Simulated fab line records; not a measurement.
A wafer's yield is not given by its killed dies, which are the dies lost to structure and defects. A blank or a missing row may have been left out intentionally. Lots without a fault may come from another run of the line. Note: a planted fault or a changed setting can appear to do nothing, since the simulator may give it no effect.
A lot that was struck, set against a sound lot -- flow n5 finfet -- 36 out of 1938 route steps
Sound: wafers L564.2, L564.5, L564.6. Struck: wafer L555.1 (left out: L555.3, L555.6 of the same lot, which were not struck); the cause appears at the end.
Per side, at each step with rows, come the tool, then ch with its chambers, and then its first start. Under that, the readings that differ: sound wafers -- struck wafers -- difference of the means -- sigmas: that difference in standard deviations of wafers without a fault.
alike: readings with means less than 2 such deviations apart, plus words and numbers identical on both sides. not compared: withheld readings, readings lacking a value on some wafer, bounds such as >300 that could conceal the same value, and numbers that have no deviation in the record and whose values overlap.
A row with sigmas, a row that says differs or no value, or rows on one side alone: a step with any of these is where the two part. Numbers that have no deviation but don't overlap get no sigmas and don't part them. Lack of a reading on every wafer of one side parts them only where that side has two or more wafers.

first, 9 steps without rows for these wafers: N5_BEOL_M4_ANNEAL_95 (time 240 s); N5_BEOL_M4_SPUTTER_96 (material Cu, target thk 4.5 nm, time 8.29 s); N5_BEOL_M4_ECD_50 (material Cu, target thk 300 nm); N5_BEOL_M4_ANNEAL_51 (time 90 s); N5_BEOL_M4_CMP_52 (polishes, stops on SiOC, t overpolish 6.8 s, target thk 40 nm); N5_BEOL_M4_PRE_CLEAN_60 (time 15 s); N5_BEOL_M4_CO_CAP_55 (material Co, precursor CCTBA/H2, target thk 2 nm, time 102.1 s); N5_BEOL_M4_PRE_CLEAN_56 (time 15 s); N5_BEOL_M4_DEP_57 (deposits SiCN from 3MS/NH3, target thk 8 nm, time 14 s).
N5_BEOL_M4_RC_MEAS_101:
  sound on prober-02 ch 0, day 14 09:47; struck on prober-02 ch 0, day 12 10:53
reading,sound,struck,difference,sigmas
ION_P (uA/um),460 466 459,478,+16,+2
  alike: DIBL_N, DIBL_P, IOFF_N, IOFF_P, ION_N, SS_N, SS_P, VT_N, VT_P
then, 24 steps without rows for these wafers: N5_BEOL_M5_ILD_DEP_00 (deposits SiCOH lowk from DEMS/porogen, target thk 140.64 nm, time 25.9 s); N5_BEOL_M5_CURE_79 (cures SiCOH lowk, time 240 s); N5_BEOL_M5_PECVD_70 (deposits SiO2 from TEOS/O2, target thk 16 nm, time 18 s); N5_BEOL_M5_HM_DEP_02 (deposits TiN, target thk 20 nm); N5_BEOL_M5_COAT_59 (time 60 s, resist thk 60 nm); N5_BEOL_M5_COAT_60 (time 60 s, resist thk 12 nm); N5_BEOL_M5_COAT_71 (time 60 s, resist thk 5 nm); N5_BEOL_M5_COAT_05 (resist thk 30 nm); N5_BEOL_M5_EBR_07; N5_BEOL_M5_SOFTBAKE_06 (time 60 s); N5_BEOL_M5_EXPOSE_08 (exposes mask M5, target cd 28 nm); N5_BEOL_M5_PEB_09 (peb time 60 s); N5_BEOL_M5_DEVELOP_10 (develop time 30 s); N5_BEOL_M5_DESCUM_16 (chemistry O2, time 7 s); N5_BEOL_M5_ETCH_72 (etches underlayer in N2/H2, target depth 6.5 nm, time 5.2 s); N5_BEOL_M5_ETCH_61 (etches SiARC in CF4, target depth 15.6 nm, time 26 s); N5_BEOL_M5_ETCH_62 (etches SOC in N2/H2, target depth 75 nm, overetch 15 nm, time 112.5 s); N5_BEOL_M5_STRIP_63 (strips in N2/H2); N5_BEOL_M5_STRIP_73 (strips in N2/H2); N5_BEOL_M5_STRIP_64 (strips in CF4); N5_BEOL_M5_HM_OPEN_17 (chemistry Cl2/BCl3, target TiN, target depth 20 nm, overetch 6 nm); N5_BEOL_M5_STRIP_19 (strips in O2); N5_BEOL_M5_COAT_65 (time 60 s, resist thk 60 nm); N5_BEOL_M5_COAT_66 (time 60 s, resist thk 12 nm).
-- a jump in the record: the struck wafers' starts before and after are 5 days apart (it breaks off in module BEOL_M5 and resumes in module PASSIVATION, where the first step shown is number 1915 of the route) --
N5_PASSIVATION_PECVD_53: deposits SiO2 from TEOS/O2, target thk 800 nm, time 169.4 s.
  sound on pecvd-01 ch 1,2, day 18 18:35; struck on pecvd-03 ch 1, day 17 06:20
reading,sound,struck,difference,sigmas
run length s (s),198.2 196.0 197.9,206.5,+9.1,+16
model.SiO2_of_PASSIVATION_PECVD_53.thk nm (nm),779.8 799 797.6,827.2,+35.1,
  not compared: since wet clean h
N5_PASSIVATION_PROBE_49:
  only the struck wafers here have rows in the record (prober-01, day 17 10:17); the sound ones have none

## WHERE THEY PART
At N5_BEOL_M4_RC_MEAS_101 first; at N5_PASSIVATION_PROBE_49 last (within this record only).

WHY: what had been put in by the simulator
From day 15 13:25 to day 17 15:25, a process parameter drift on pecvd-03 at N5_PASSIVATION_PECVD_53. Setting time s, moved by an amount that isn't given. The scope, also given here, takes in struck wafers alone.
